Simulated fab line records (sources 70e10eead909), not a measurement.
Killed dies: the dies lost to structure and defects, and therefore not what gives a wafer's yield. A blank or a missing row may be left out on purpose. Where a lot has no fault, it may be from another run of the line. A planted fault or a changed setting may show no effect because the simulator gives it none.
Matching of chambers :: flow nandHarc :: pecvd-04 running NHARC_A_STAIRCASE_DEP_259: 3 sister chambers
The step deposits SiON, target thk 30 nm. 3 wafers are shown with their chamber, then 12 later ones without.

== EACH WAFER AND ITS CHAMBER ==
wafer: L089.6
chamber: 1
showerheadVppV (V): 1140

wafer: L092.2
chamber: 0
showerheadVppV (V): 1078

wafer: L092.6
chamber: 2
showerheadVppV (V): 1158

== WAFERS WITHOUT THEIR CHAMBER ==
wafer: L093.1
showerheadVppV (V): 1143

wafer: L093.2
showerheadVppV (V): 1077

wafer: L093.3
showerheadVppV (V): 1149

wafer: L095.2
showerheadVppV (V): 1150

wafer: L095.4
showerheadVppV (V): 1171

wafer: L095.6
showerheadVppV (V): 1136

wafer: L094.1
showerheadVppV (V): 1151

wafer: L094.4
showerheadVppV (V): 1123

wafer: L094.6
showerheadVppV (V): 1180

wafer: L097.1
showerheadVppV (V): 1093

wafer: L097.2
showerheadVppV (V): 1143

wafer: L097.6
showerheadVppV (V): 1154

== EACH ONE'S CHAMBER ==
wafer: L093.1
from the rows above: can't be placed: 1 or 2
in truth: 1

wafer: L093.2
from the rows above: 0
in truth: 0

wafer: L093.3
from the rows above: can't be placed: 1 or 2
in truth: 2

wafer: L095.2
from the rows above: can't be placed: 2 or 1
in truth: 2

wafer: L095.4
from the rows above: can't be placed: 2 or 1
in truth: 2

wafer: L095.6
from the rows above: can't be placed: 1 or 2
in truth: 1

wafer: L094.1
from the rows above: can't be placed: 2 or 1
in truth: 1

wafer: L094.4
from the rows above: can't be placed: 1 or 2
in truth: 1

wafer: L094.6
from the rows above: can't be placed: 2 or 1
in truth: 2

wafer: L097.1
from the rows above: 0
in truth: 0

wafer: L097.2
from the rows above: can't be placed: 1 or 2
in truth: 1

wafer: L097.6
from the rows above: can't be placed: 2 or 1
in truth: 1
2 of 12 placed correctly. Unplaceable from these rows: 10, with the true chamber sitting among the candidates in 10. Placed wrongly: 0.
How it was worked out, from the rows above alone: a wafer's distance from a chamber is the root of the sum, over the readings, of the square of ((its reading less the chamber's mean) divided by the reading's scatter). The wafer belongs to the nearest chamber; if the next one is less than 2 further off, it can't be placed. Each chamber's mean is taken over the wafers shown for it. The scatter: root of mean squared gap, hidden wafer to nearest shown wafer, with one shown wafer a chamber.
